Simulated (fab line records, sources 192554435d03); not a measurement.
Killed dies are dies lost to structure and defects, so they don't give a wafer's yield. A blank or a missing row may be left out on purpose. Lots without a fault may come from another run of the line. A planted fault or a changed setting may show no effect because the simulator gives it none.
Which tool did it? | flow n5_finfet | 24 lots, 72 wafers sampled, at 6 steps of a route of 1938

WHAT THE GAUGES READ, wafer by wafer
N5_MOL_CONTACT_COAG_INSPECT_10: inspects for defects (brightfield). Usual: raw_defect_count 75, standard deviation 27.
lot  | measured     | on                | raw_defect_count | flag
L074 | day 4 15:35  | defect_inspect-02 | 98 73 71         |
L075 | day 4 23:04  | defect_inspect-02 | 49 76 86         |
L076 | day 5 07:07  | defect_inspect-01 | 96 177 69        |
L077 | day 5 09:20  | defect_inspect-01 | 75 96 73         |
L078 | day 5 15:50  | defect_inspect-02 | 117 73 56        |
L079 | day 6 01:31  | defect_inspect-02 | 77 61 91         |
L080 | day 6 03:46  | defect_inspect-02 | 95 61 89         |
L081 | day 6 10:04  | defect_inspect-01 | 71 73 67         |
L082 | day 6 17:20  | defect_inspect-02 | 70 84 62         |
L083 | day 6 22:29  | defect_inspect-01 | 35 92 53         |
L084 | day 7 09:57  | defect_inspect-01 | 69 76 75         |
L085 | day 7 11:17  | defect_inspect-02 | 45 67 32         |
L086 | day 7 19:46  | defect_inspect-02 | 30 40 45         |
L087 | day 8 01:27  | defect_inspect-02 | 39 60 105        |
L088 | day 8 02:33  | defect_inspect-01 | 61 48 65         |
L089 | day 8 09:44  | defect_inspect-02 | 61 89 61         |
L090 | day 8 17:49  | defect_inspect-02 | 55 93 83         |
L091 | day 8 23:48  | defect_inspect-01 | 101 80 104       |
L092 | day 9 05:09  | defect_inspect-02 | 83 130 156       |
L093 | day 9 11:32  | defect_inspect-02 | 55 56 89         |
L094 | day 9 19:31  | defect_inspect-01 | 48 73 94         |
L095 | day 10 01:50 | defect_inspect-01 | 67 113 53        |
L096 | day 10 05:04 | defect_inspect-01 | 34 30 49         |
L097 | day 10 14:38 | defect_inspect-01 | 68 49 74         |

N5_MOL_CONTACT_COAG_THK_MEAS_29. Usual: MD_CAP_THK 17.90 nm, standard deviation 0.097.
lot  | measured     | on            | MD_CAP_THK (nm)   | flag
L074 | day 4 23:38  | film_metro-01 | 17.90 17.97 18.10 |
L075 | day 5 07:38  | film_metro-01 | 17.80 17.91 18.00 |
L076 | day 5 16:55  | film_metro-02 | 17.88 17.92 17.92 |
L077 | day 5 21:16  | film_metro-02 | 17.99 17.79 17.96 |
L078 | day 6 01:36  | film_metro-01 | 17.95 17.90 17.81 |
L079 | day 6 09:41  | film_metro-02 | 17.97 17.89 17.91 |
L080 | day 6 13:35  | film_metro-01 | 17.83 17.84 18.05 |
L081 | day 6 19:23  | film_metro-02 | 17.97 17.88 18.03 |
L082 | day 7 03:37  | film_metro-02 | 17.79 17.70 17.89 |
L083 | day 7 06:51  | film_metro-02 | 17.80 17.97 17.69 |
L084 | day 7 21:01  | film_metro-01 | 17.83 17.94 17.85 |
L085 | day 7 21:08  | film_metro-01 | 17.77 17.82 17.95 |
L086 | day 8 04:32  | film_metro-01 | 17.78 17.82 17.80 |
L087 | day 8 10:01  | film_metro-01 | 17.79 17.89 17.90 |
L088 | day 8 13:53  | film_metro-01 | 18.02 17.91 17.91 |
L089 | day 8 18:26  | film_metro-02 | 17.90 17.90 18.00 |
L090 | day 9 03:40  | film_metro-01 | 18.01 17.93 17.98 |
L091 | day 9 11:14  | film_metro-02 | 17.92 17.90 18.09 |
L092 | day 9 14:01  | film_metro-01 | 17.85 17.85 17.91 |
L093 | day 9 22:20  | film_metro-02 | 17.80 17.84 17.88 |
L094 | day 10 03:46 | film_metro-02 | 17.83 17.87 17.82 |
L095 | day 10 10:34 | film_metro-01 | 18.09 18.07 18.03 |
L096 | day 10 14:38 | film_metro-02 | 17.90 18.07 17.82 |
L097 | day 10 23:44 | film_metro-02 | 17.93 18.04 18.01 |

WHICH TOOL RAN EACH LOT (tool, then ch and the chambers of the sampled wafers, then the start)
lot  | N5_GATE_CUT_SAC_CAP_01            | N5_GATE_CUT_HM_DEP_46           | N5_GATE_CUT_ETCH_36                | N5_MOL_CONTACT_COAG_PRE_CLEAN_142
L074 | ald_sin-03 ch 0,1,3, day 4 08:30  | pecvd-02 ch 0,2, day 4 11:06    | rie_diel-02 ch 0,1, day 4 11:46    | pvd_sputter-02, day 4 20:43
L075 | ald_sin-02 ch 1,2, day 4 15:49    | pecvd-04 ch 0,1,2, day 4 18:25  | rie_diel-06 ch 1,3, day 4 19:06    | pvd_sputter-03, day 5 04:37
L076 | ald_sin-01 ch 1,3, day 4 22:39    | pecvd-01 ch 2, day 5 01:15      | rie_diel-04 ch 1,2, day 5 01:55    | pvd_sputter-01, day 5 13:57
L077 | ald_sin-02 ch 0,1, day 5 02:20    | pecvd-04 ch 0,2, day 5 04:56    | rie_diel-06 ch 0,1,3, day 5 05:27  | pvd_sputter-02, day 5 18:20
L078 | ald_sin-03 ch 0,3, day 5 08:54    | pecvd-01 ch 1,2, day 5 11:30    | rie_diel-02 ch 1,2, day 5 12:08    | pvd_sputter-03, day 5 22:34
L079 | ald_sin-03 ch 0,2, day 5 18:13    | pecvd-01 ch 0,2, day 5 20:49    | rie_diel-02 ch 0,1,3, day 5 21:28  | pvd_sputter-01, day 6 06:45
L080 | ald_sin-03 ch 0,1, day 5 20:39    | pecvd-04 ch 0,1, day 5 23:17    | rie_diel-04 ch 2,3, day 5 23:56    | pvd_sputter-01, day 6 10:40
L081 | ald_sin-03 ch 0,2, day 6 03:04    | pecvd-01 ch 0,1, day 6 05:41    | rie_diel-02 ch 1,3, day 6 06:13    | pvd_sputter-02, day 6 16:28
L082 | ald_sin-02 ch 1,2,3, day 6 10:20  | pecvd-01 ch 1,2, day 6 12:56    | rie_diel-04 ch 0,1,2, day 6 13:35  | pvd_sputter-01, day 7 00:10
L083 | ald_sin-02 ch 0,1,3, day 6 15:30  | pecvd-04 ch 0,1,2, day 6 18:06  | rie_diel-02 ch 0,1,2, day 6 18:47  | pvd_sputter-01, day 7 02:56
L084 | ald_sin-02 ch 0,1, day 7 02:31    | pecvd-02 ch 0,1,2, day 7 05:07  | rie_diel-02 ch 0,2, day 7 05:40    | pvd_sputter-03, day 7 18:05
L085 | ald_sin-01 ch 0,1,2, day 7 04:28  | pecvd-02 ch 1,2, day 7 07:04    | rie_diel-04 ch 0,2,3, day 7 07:35  | pvd_sputter-02, day 7 18:06
L086 | ald_sin-02 ch 1,3, day 7 12:43    | pecvd-02 ch 0,2, day 7 15:19    | rie_diel-02 ch 0,1,3, day 7 15:57  | pvd_sputter-03, day 8 01:23
L087 | ald_sin-03 ch 1,2,3, day 7 18:22  | pecvd-04 ch 0,1,2, day 7 20:58  | rie_diel-02 ch 0,1, day 7 21:44    | pvd_sputter-02, day 8 07:05
L088 | ald_sin-02 ch 0,3, day 7 19:20    | pecvd-01 ch 0,1, day 7 21:56    | rie_diel-06 ch 0,1,3, day 7 22:27  | pvd_sputter-03, day 8 10:57
L089 | ald_sin-03 ch 0,1, day 8 02:37    | pecvd-01 ch 1,2, day 8 05:13    | rie_diel-04 ch 1,2,3, day 8 05:53  | pvd_sputter-03, day 8 15:28
L090 | ald_sin-03 ch 2,3, day 8 10:58    | pecvd-02 ch 0,2, day 8 13:35    | rie_diel-04 ch 0,2,3, day 8 14:07  | pvd_sputter-02, day 8 23:31
L091 | ald_sin-01 ch 0,1,2, day 8 16:18  | pecvd-02 ch 1,2, day 8 18:54    | rie_diel-04 ch 1,2, day 8 19:59    | pvd_sputter-03, day 9 08:08
L092 | ald_sin-03 ch 1,2, day 8 22:13    | pecvd-02 ch 0,1,2, day 9 00:49  | rie_diel-04 ch 0,2,3, day 9 01:28  | pvd_sputter-02, day 9 11:06
L093 | ald_sin-01 ch 0,2, day 9 04:26    | pecvd-01 ch 0,1, day 9 07:02    | rie_diel-04 ch 0,2, day 9 07:50    | pvd_sputter-02, day 9 19:25
L094 | ald_sin-03 ch 1,3, day 9 12:23    | pecvd-02 ch 0,1,2, day 9 14:59  | rie_diel-02 ch 0,2,3, day 9 15:38  | pvd_sputter-02, day 10 00:34
L095 | ald_sin-03 ch 0,1,2, day 9 17:24  | pecvd-04 ch 0,1, day 9 20:01    | rie_diel-02 ch 0,3, day 9 20:44    | pvd_sputter-01, day 10 07:38
L096 | ald_sin-01 ch 1,2,3, day 9 22:07  | pecvd-02 ch 0,1,2, day 10 00:43 | rie_diel-02 ch 1,2,3, day 10 01:14 | pvd_sputter-01, day 10 11:39
L097 | ald_sin-02 ch 0,2,3, day 10 07:33 | pecvd-02 ch 0,1, day 10 10:10   | rie_diel-02 ch 0,1,2, day 10 10:41 | pvd_sputter-02, day 10 20:43
- N5_GATE_CUT_SAC_CAP_01: material SiNx, target thk 24 nm, pulse time 1 s, ald cycles 480.
- N5_GATE_CUT_HM_DEP_46: deposits SiO2 from TEOS/O2, target thk 130 nm, time 26.6 s.
- N5_GATE_CUT_ETCH_36: etches SiARC in CF4, target depth 13 nm, time 21.7 s.
- N5_MOL_CONTACT_COAG_PRE_CLEAN_142: time 60 s.

WHAT THE TOOLS THEMSELVES READ (means of the sampled wafers that have a number; where no wafer has one, the mark that the record gives instead)
N5_GATE_CUT_SAC_CAP_01. Usual: heater_power_w 859 W, standard deviation 100; precursor_pulse_height_rel 1.001, standard deviation 0.019; susceptor_temp_C 400.03 C, standard deviation 0.22.
lot  | tool       | heater_power_w (W) | precursor_pulse_height_rel | susceptor_temp_C (C) | flag
L074 | ald_sin-03 | 907                | 1.004                      | 400.03               |
L075 | ald_sin-02 | 780                | 0.981                      | 400.06               |
L076 | ald_sin-01 | 850                | 0.995                      | 400.09               |
L077 | ald_sin-02 | 867                | 0.991                      | 400.23               |
L078 | ald_sin-03 | 919                | 1.005                      | 400.09               |
L079 | ald_sin-03 | 870                | 1.008                      | 400.22               |
L080 | ald_sin-03 | 917                | 1.001                      | 399.89               |
L081 | ald_sin-03 | 849                | 0.996                      | 399.74               |
L082 | ald_sin-02 | 801                | 1.018                      | 399.90               |
L083 | ald_sin-02 | 841                | 0.997                      | 399.75               |
L084 | ald_sin-02 | 940                | 0.987                      | 400.29               |
L085 | ald_sin-01 | 884                | 0.995                      | 400.03               |
L086 | ald_sin-02 | 917                | 1.013                      | 399.80               |
L087 | ald_sin-03 | 831                | 1.011                      | 400.22               |
L088 | ald_sin-02 | 775                | 0.991                      | 399.88               |
L089 | ald_sin-03 | 985                | 1.022                      | 400.02               |
L090 | ald_sin-03 | 845                | 1.007                      | 400.00               |
L091 | ald_sin-01 | 891                | 1.019                      | 399.95               |
L092 | ald_sin-03 | 794                | 0.987                      | 400.13               |
L093 | ald_sin-01 | 871                | 0.978                      | 400.09               |
L094 | ald_sin-03 | 856                | 0.996                      | 400.13               |
L095 | ald_sin-03 | 894                | 1.004                      | 400.16               |
L096 | ald_sin-01 | 854                | 0.991                      | 400.02               |
L097 | ald_sin-02 | 772                | 0.999                      | 400.11               |

N5_GATE_CUT_HM_DEP_46. Usual: heater_power_w 510 W, standard deviation 80; showerhead_plenum_p_Torr 8.339 Torr, standard deviation 0.029; susceptor_temp_C 400.00 C, standard deviation 0.2; throttle_valve_pct 18.7 %, standard deviation 1.3.
lot  | tool     | heater_power_w (W) | showerhead_plenum_p_Torr (Torr) | susceptor_temp_C (C) | throttle_valve_pct (%) | flag
L074 | pecvd-02 | 632                | 8.335                           | 400.00               | 19.0                   |
L075 | pecvd-04 | 449                | 8.322                           | 399.99               | 19.5                   |
L076 | pecvd-01 | 557                | 8.363                           | 400.02               | 16.5                   |
L077 | pecvd-04 | 468                | 8.320                           | 400.09               | 19.5                   |
L078 | pecvd-01 | 461                | 8.375                           | 400.11               | 17.5                   |
L079 | pecvd-01 | 524                | 8.328                           | 400.22               | 17.1                   |
L080 | pecvd-04 | 398                | 8.329                           | 399.87               | 19.1                   |
L081 | pecvd-01 | 530                | 8.338                           | 399.93               | 18.4                   |
L082 | pecvd-01 | 474                | 8.371                           | 399.91               | 17.7                   |
L083 | pecvd-04 | 477                | 8.336                           | 399.98               | 19.4                   |
L084 | pecvd-02 | 594                | 8.339                           | 400.05               | 18.9                   |
L085 | pecvd-02 | 503                | 8.333                           | 400.19               | 18.2                   |
L086 | pecvd-02 | 604                | 8.344                           | 400.01               | 19.1                   |
L087 | pecvd-04 | 480                | 8.324                           | 399.94               | 19.5                   |
L088 | pecvd-01 | 478                | 8.347                           | 400.04               | 19.3                   |
L089 | pecvd-01 | 475                | 8.381                           | 399.99               | 18.7                   |
L090 | pecvd-02 | 472                | 8.352                           | 399.76               | 18.4                   |
L091 | pecvd-02 | 492                | 8.320                           | 399.84               | 19.1                   |
L092 | pecvd-02 | 502                | 8.334                           | 399.89               | 18.8                   |
L093 | pecvd-01 | 505                | 8.328                           | 400.07               | 18.5                   |
L094 | pecvd-02 | 548                | 8.318                           | 400.08               | 19.0                   |
L095 | pecvd-04 | 470                | 8.310                           | 399.85               | 20.0                   |
L096 | pecvd-02 | 550                | 8.335                           | 399.93               | 18.9                   |
L097 | pecvd-02 | 591                | 8.314                           | 399.99               | 19.6                   |

N5_GATE_CUT_ETCH_36. Usual: drypump_motor_current_A 5.5 A, standard deviation 0.41; etch_rf_on_time_s 22.0 s, standard deviation 0.67; oes_product_au 0.67 a.u., standard deviation 0.084; rf_vpp_V 184.1 V, standard deviation 1.2; showerhead_plenum_p_Torr 2.15 Torr, standard deviation 0.065; throttle_valve_pct 15.69 %, standard deviation 0.23.
lot  | tool        | drypump_motor_current_A (A) | etch_rf_on_time_s (s) | oes_product_au (a.u.) | rf_vpp_V (V) | showerhead_plenum_p_Torr (Torr) | throttle_valve_pct (%) | flag
L074 | rie_diel-02 | 5.6                         | 22.2                  | 0.61                  | 183.9        | 2.14                            | 15.83                  |
L075 | rie_diel-06 | 5.3                         | 21.5                  | 0.77                  | 184.5        | 2.16                            | 15.58                  |
L076 | rie_diel-04 | 5.2                         | 23.1                  | 0.60                  | 183.8        | 2.09                            | 15.73                  |
L077 | rie_diel-06 | 5.4                         | 21.6                  | 0.72                  | 183.5        | 2.20                            | 15.54                  |
L078 | rie_diel-02 | 5.9                         | 21.3                  | 0.60                  | 184.5        | 2.12                            | 15.68                  |
L079 | rie_diel-02 | 5.5                         | 22.1                  | 0.66                  | 184.5        | 2.18                            | 15.82                  |
L080 | rie_diel-04 | 5.5                         | 21.5                  | 0.63                  | 184.6        | 2.17                            | 15.70                  |
L081 | rie_diel-02 | 5.8                         | 21.5                  | 0.73                  | 184.6        | 2.22                            | 15.73                  |
L082 | rie_diel-04 | 5.4                         | 22.8                  | 0.64                  | 183.5        | 2.09                            | 15.64                  |
L083 | rie_diel-02 | 5.5                         | 21.8                  | 0.69                  | 183.4        | 2.13                            | 15.65                  |
L084 | rie_diel-02 | 5.4                         | 21.4                  | 0.77                  | 183.7        | 2.12                            | 15.44                  |
L085 | rie_diel-04 | 5.6                         | 22.0                  | 0.66                  | 184.0        | 2.13                            | 15.62                  |
L086 | rie_diel-02 | 5.5                         | 21.8                  | 0.65                  | 184.7        | 2.18                            | 15.84                  |
L087 | rie_diel-02 | 5.2                         | 22.2                  | 0.60                  | 184.3        | 2.14                            | 15.95                  |
L088 | rie_diel-06 | 5.4                         | 21.6                  | 0.70                  | 185.3        | 2.20                            | 15.57                  |
L089 | rie_diel-04 | 5.4                         | 22.2                  | 0.61                  | 183.7        | 2.13                            | 15.75                  |
L090 | rie_diel-04 | 5.6                         | 22.0                  | 0.65                  | 183.8        | 2.13                            | 15.65                  |
L091 | rie_diel-04 | 5.5                         | 22.4                  | 0.60                  | 182.8        | 2.07                            | 15.71                  |
L092 | rie_diel-04 | 5.6                         | 21.9                  | 0.65                  | 183.3        | 2.13                            | 15.66                  |
L093 | rie_diel-04 | 5.7                         | 22.1                  | 0.65                  | 183.4        | 2.07                            | 15.59                  |
L094 | rie_diel-02 | 5.4                         | 21.7                  | 0.71                  | 184.1        | 2.16                            | 15.65                  |
L095 | rie_diel-02 | 5.4                         | 21.9                  | 0.69                  | 184.2        | 2.21                            | 15.84                  |
L096 | rie_diel-02 | 5.8                         | 21.4                  | 0.72                  | 183.7        | 2.16                            | 15.60                  |
L097 | rie_diel-02 | 5.5                         | 21.9                  | 0.66                  | 183.8        | 2.12                            | 15.70                  |

N5_MOL_CONTACT_COAG_PRE_CLEAN_142. Usual: heater_power_w 455 W, standard deviation 45; susceptor_temp_C 300.01 C, standard deviation 0.2.
lot  | tool           | heater_power_w (W) | susceptor_temp_C (C) | flag
L074 | pvd_sputter-02 | 487                | 300.12               |
L075 | pvd_sputter-03 | 457                | 299.90               |
L076 | pvd_sputter-01 | 446                | 300.02               |
L077 | pvd_sputter-02 | 438                | 300.18               |
L078 | pvd_sputter-03 | 456                | 300.15               |
L079 | pvd_sputter-01 | 446                | 299.97               |
L080 | pvd_sputter-01 | 440                | 300.27               |
L081 | pvd_sputter-02 | 479                | 299.84               |
L082 | pvd_sputter-01 | 441                | 299.86               |
L083 | pvd_sputter-01 | 486                | 300.18               |
L084 | pvd_sputter-03 | 482                | 300.07               |
L085 | pvd_sputter-02 | 435                | 300.17               |
L086 | pvd_sputter-03 | 441                | 300.09               |
L087 | pvd_sputter-02 | 449                | 300.02               |
L088 | pvd_sputter-03 | 391                | 299.88               |
L089 | pvd_sputter-03 | 406                | 299.95               |
L090 | pvd_sputter-02 | 475                | 299.87               |
L091 | pvd_sputter-03 | 455                | 299.90               |
L092 | pvd_sputter-02 | 408                | 300.06               |
L093 | pvd_sputter-02 | 450                | 300.09               |
L094 | pvd_sputter-02 | 471                | 300.21               |
L095 | pvd_sputter-01 | 461                | 299.96               |
L096 | pvd_sputter-01 | 453                | 300.04               |
L097 | pvd_sputter-02 | 440                | 299.86               |

THE ANSWER, worked out from the rows above alone
Rule: a lot is off if the mean of its wafers that have a number lies more than 3 standard deviations from the usual mean. A lot without any number at a reading at which 4 lots or more have one is off too. The other lots that the step has rows for count as sound. The gauges are gone through in route order, then the tools' own readings, and for those a lot's mean is taken as printed above. The first step at which some lot is off is used, and at that step the reading that is off furthest; a lot without a number counts as furthest.
No lot is off at any reading shown: from this, nothing can be told.

WHAT THE SIMULATOR HAD PUT IN
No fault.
